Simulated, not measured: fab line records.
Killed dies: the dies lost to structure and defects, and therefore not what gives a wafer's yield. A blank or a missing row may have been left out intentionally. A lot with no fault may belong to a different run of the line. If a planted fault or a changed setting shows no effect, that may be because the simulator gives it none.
The tool behind it: which one? | flow nand_harc | 12 lots, 36 wafers sampled, at 5 steps of a route of 1302

== WHAT THE GAUGES SHOWED, per wafer ==
NHARC_THIN_TSV_CD_MEAS_33: the cd target is 5000 nm. Usual: 5000.1 nm for cd_nm, sd 2.2.
lot  | measured     | on        | cd_nm (nm)           | flag
L996 | day 24 04:59 | cd_sem-03 | 4998.5 5003.1 5000.7 |
L997 | day 24 06:50 | cd_sem-01 | 5003.2 5004.0 5003.8 |
L100 | day 24 09:38 | cd_sem-01 | 5003.0 4998.3 5000.7 |
L101 | day 25 12:00 | cd_sem-01 | 5000.7 4998.2 4998.3 |
L999 | day 25 07:05 | cd_sem-03 | 5001.8 4998.7 5000.2 |
L102 | day 25 08:37 | cd_sem-02 | 4997.4 4998.4 4998.5 |
L103 | day 26 12:56 | cd_sem-03 | 4994.9 4996.1 4997.9 |
L108 | day 28 09:57 | cd_sem-03 | 4998.7 4999.0 5001.9 |
L109 | day 28 11:20 | cd_sem-02 | 5001.6 5002.7 5001.0 |
L116 | day 31 10:22 | cd_sem-01 | 5001.1 5003.5 5002.3 |
L115 | day 31 22:32 | cd_sem-02 | 5000.8 5002.1 5000.4 |
L118 | day 32 02:46 | cd_sem-01 | 5000.6 5003.6 5003.6 |

NHARC_END_SORT_01. Usual: for defect_limited_yield, 90.1 % with a standard deviation of 2.5; for killed_at_array, 62 with a standard deviation of 18; for killed_at_other, 0.9 with a standard deviation of 1.2; for killed_at_periphery, 4.2 with a standard deviation of 2.9; for killed_dies, 67 with a standard deviation of 17; for killed_open, 3.6 with a standard deviation of 1.9; for killed_short, 2.5 with a standard deviation of 1.6.
lot  | measured     | on        | defect_limited_yield (%) | killed_at_array | killed_at_other | killed_at_periphery | killed_dies | killed_open | killed_short | flag
L108 | day 28 19:44 | prober-02 | 79.6 92.8 82.3           | 41 42 31        | 0 3 1           | 97 4 88             | 138 49 120  | 1 2 1       | 3 5 1        | OFF
L109 | day 28 18:57 | prober-01 | 88.5 87.1 77.3           | 71 80 66        | 0 0 0           | 7 7 88              | 78 87 154   | 2 3 2       | 3 2 1        | OFF

== EACH LOT AND THE TOOL THAT RAN IT (in order: tool; ch and the chambers of the sampled wafers; start) ==
lot  | NHARC_P_M0_ETCH_34                 | NHARC_THIN_TSV_PVD_51                   | NHARC_THIN_TSV_CMP_21
L996 | rie_diel-02 ch 0,1,2, day 5 06:35  | pvd_sputter-03, day 24 03:22 or earlier | cmp-02 ch 1,2, day 24 03:22
L997 | rie_diel-07 ch 0,3, day 5 11:00    | pvd_sputter-02, day 24 05:23 or earlier | cmp-02 ch 1,2, day 24 05:23
L100 | rie_diel-02 ch 0,1,3, day 6 18:12  | pvd_sputter-03, day 24 08:03 or earlier | cmp-01 ch 1,3, day 24 08:03
L101 | rie_diel-02 ch 1,2,3, day 7 00:08  | pvd_sputter-02, day 25 10:24 or earlier | cmp-02 ch 1,2, day 25 10:24
L999 | rie_diel-02 ch 1,3, day 7 11:38    | pvd_sputter-03, day 25 05:35 or earlier | cmp-01 ch 0,2, day 25 05:35
L102 | rie_diel-01 ch 0,3, day 7 16:34    | pvd_sputter-02, day 25 07:04 or earlier | cmp-01 ch 0,1,3, day 25 07:04
L103 | rie_diel-02 ch 0,2, day 8 05:48    | pvd_sputter-01, day 26 11:20 or earlier | cmp-01 ch 1,2, day 26 11:20
L108 | rie_diel-02 ch 2,3, day 10 03:20   | pvd_sputter-03, day 28 08:23 or earlier | cmp-01 ch 1,3, day 28 08:23
L109 | rie_diel-02 ch 0,2,3, day 10 11:25 | pvd_sputter-02, day 28 09:44 or earlier | cmp-04 ch 1,2,3, day 28 09:44
L116 | rie_diel-02 ch 0,1,3, day 13 07:27 | pvd_sputter-01, day 31 08:58 or earlier | cmp-04 ch 0,2,3, day 31 08:58
L115 | rie_diel-02 ch 0,2,3, day 13 07:47 | pvd_sputter-03, day 31 20:56 or earlier | cmp-04 ch 0,2,3, day 31 20:56
L118 | rie_diel-01 ch 0,2,3, day 14 06:27 | pvd_sputter-03, day 32 01:11 or earlier | cmp-01 ch 1,2,3, day 32 01:11
- NHARC_P_M0_ETCH_34: etches the open film in N2/H2, target depth 40 nm, overetch 12 nm, time 43.94 s.
- NHARC_THIN_TSV_PVD_51: deposits Cu, target thk 100 nm.
- NHARC_THIN_TSV_CMP_21: polishes, t overpolish 30 s, target thk 2000 nm.

== WHAT THE TOOLS THEMSELVES READ (means of the sampled wafers that have a number; where no wafer has one, the mark that the record gives instead) ==
NHARC_P_M0_ETCH_34. Usual: for drypump_motor_current_A, 5.6 A with a standard deviation of 0.42; for n2_flow_sccm, 150.0 sccm with a standard deviation of 0.42; for oes_product_au, 1.001 a.u. with a standard deviation of 0.0079; for rf_fwd_power_W, 395.0 W with a standard deviation of 1.8; for rf_vpp_V, 429.2 V with a standard deviation of 2.5; for showerhead_plenum_p_Torr, 1.99 Torr with a standard deviation of 0.083; for throttle_valve_pct, 14.171 % with a standard deviation of 0.009.
lot  | tool        | drypump_motor_current_A (A) | n2_flow_sccm (sccm) | oes_product_au (a.u.) | rf_fwd_power_W (W) | rf_vpp_V (V) | showerhead_plenum_p_Torr (Torr) | throttle_valve_pct (%) | flag
L996 | rie_diel-02 | 5.8                         | 150.0               | 0.999                 | 394.3              | 428.4        | 1.95                            | 14.177                 |
L997 | rie_diel-07 | 4.7                         | 150.6               | 1.000                 | 395.8              | 430.3        | 2.04                            | 14.167                 |
L100 | rie_diel-02 | 5.9                         | 150.3               | 1.003                 | 393.4              | 428.0        | 1.96                            | 14.181                 |
L101 | rie_diel-02 | 5.8                         | 149.6               | 1.002                 | 395.2              | 427.8        | 1.99                            | 14.166                 |
L999 | rie_diel-02 | 6.1                         | 149.7               | 0.997                 | 396.8              | 428.9        | 1.99                            | 14.181                 |
L102 | rie_diel-01 | 5.1                         | 150.3               | 1.001                 | 393.9              | 431.0        | 2.06                            | 14.183                 |
L103 | rie_diel-02 | 5.6                         | 149.8               | 1.002                 | 393.9              | 426.4        | 1.92                            | 14.170                 |
L108 | rie_diel-02 | 5.7                         | 150.4               | 1.007                 | 396.8              | 429.3        | 1.98                            | 14.172                 |
L109 | rie_diel-02 | 5.7                         | 150.0               | 1.008                 | 396.2              | 429.1        | 1.95                            | 14.170                 |
L116 | rie_diel-02 | 5.9                         | 150.1               | 1.004                 | 394.7              | 427.6        | 1.95                            | 14.171                 |
L115 | rie_diel-02 | 5.7                         | 149.9               | 1.002                 | 393.9              | 428.0        | 1.95                            | 14.168                 |
L118 | rie_diel-01 | 5.4                         | 149.6               | 1.014                 | 393.2              | 431.9        | 2.10                            | 14.167                 |

NHARC_THIN_TSV_PVD_51. Usual: 30.6 % for throttle_valve_pct, sd 1.
lot  | tool           | throttle_valve_pct (%) | flag
L996 | pvd_sputter-03 | 30.5                   |
L997 | pvd_sputter-02 | 29.3                   |
L100 | pvd_sputter-03 | 31.1                   |
L101 | pvd_sputter-02 | 30.4                   |
L999 | pvd_sputter-03 | 30.4                   |
L102 | pvd_sputter-02 | 29.9                   |
L103 | pvd_sputter-01 | 31.3                   |
L108 | pvd_sputter-03 | 30.5                   |
L109 | pvd_sputter-02 | 30.0                   |
L116 | pvd_sputter-01 | 30.8                   |
L115 | pvd_sputter-03 | 30.4                   |
L118 | pvd_sputter-03 | 30.1                   |

NHARC_THIN_TSV_CMP_21. Usual: motor_current_A 11.8 A, standard deviation 1.3; overpolish_run_s 30.000 s, standard deviation 0.0092.
lot  | tool   | motor_current_A (A) | overpolish_run_s (s) | flag
L996 | cmp-02 | 11.0                | 29.993               |
L997 | cmp-02 | 11.2                | 30.001               |
L100 | cmp-01 | 12.4                | 30.004               |
L101 | cmp-02 | 10.7                | 30.003               |
L999 | cmp-01 | 11.2                | 30.002               |
L102 | cmp-01 | 11.7                | 30.000               |
L103 | cmp-01 | 11.2                | 29.995               |
L108 | cmp-01 | 12.0                | 30.000               |
L109 | cmp-04 | 12.2                | 30.005               |
L116 | cmp-04 | 12.3                | 30.000               |
L115 | cmp-04 | 11.6                | 30.005               |
L118 | cmp-01 | 12.3                | 29.997               |

== THE ANSWER, worked out from the rows above alone ==
Rule: lot off if the mean of its wafers having a number is beyond 3 standard deviations from the usual mean. Also off: a lot with no number at a reading for which 4 or more lots have one. All remaining lots with rows at the step are treated as sound. Order of review: gauges by route order, followed by the tools' own readings, for which a lot's mean as printed above is used. The first step at which some lot is off is used, and at that step the reading that is off furthest; a lot without a number counts as furthest.
Off: L108, L109, at NHARC_END_SORT_01 (killed_at_periphery). Neither off nor sound, because the step has no rows for them: L996, L997, L100, L101, L999, L102, L103, L116, L115, L118.
A tool fits if, at a process step before that reading, it ran every lot that is off, and no sound lot after the first of them. Gauges at NHARC_END_SORT_01: tried the same way as those tools. With no start given for some of its lots, NHARC_THIN_TSV_PVD_51 uses the hours and lot order of NHARC_THIN_TSV_CMP_21. One candidate fits, namely rie_diel-02 at NHARC_P_M0_ETCH_34. It ran no sound lot before its first lot that is off in this sample, so the start can't be narrowed down.

== WHAT THE SIMULATOR HAD INSERTED ==
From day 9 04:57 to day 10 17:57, rie_diel-02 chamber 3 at NHARC_P_M0_ETCH_34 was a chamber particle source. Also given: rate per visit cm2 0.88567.
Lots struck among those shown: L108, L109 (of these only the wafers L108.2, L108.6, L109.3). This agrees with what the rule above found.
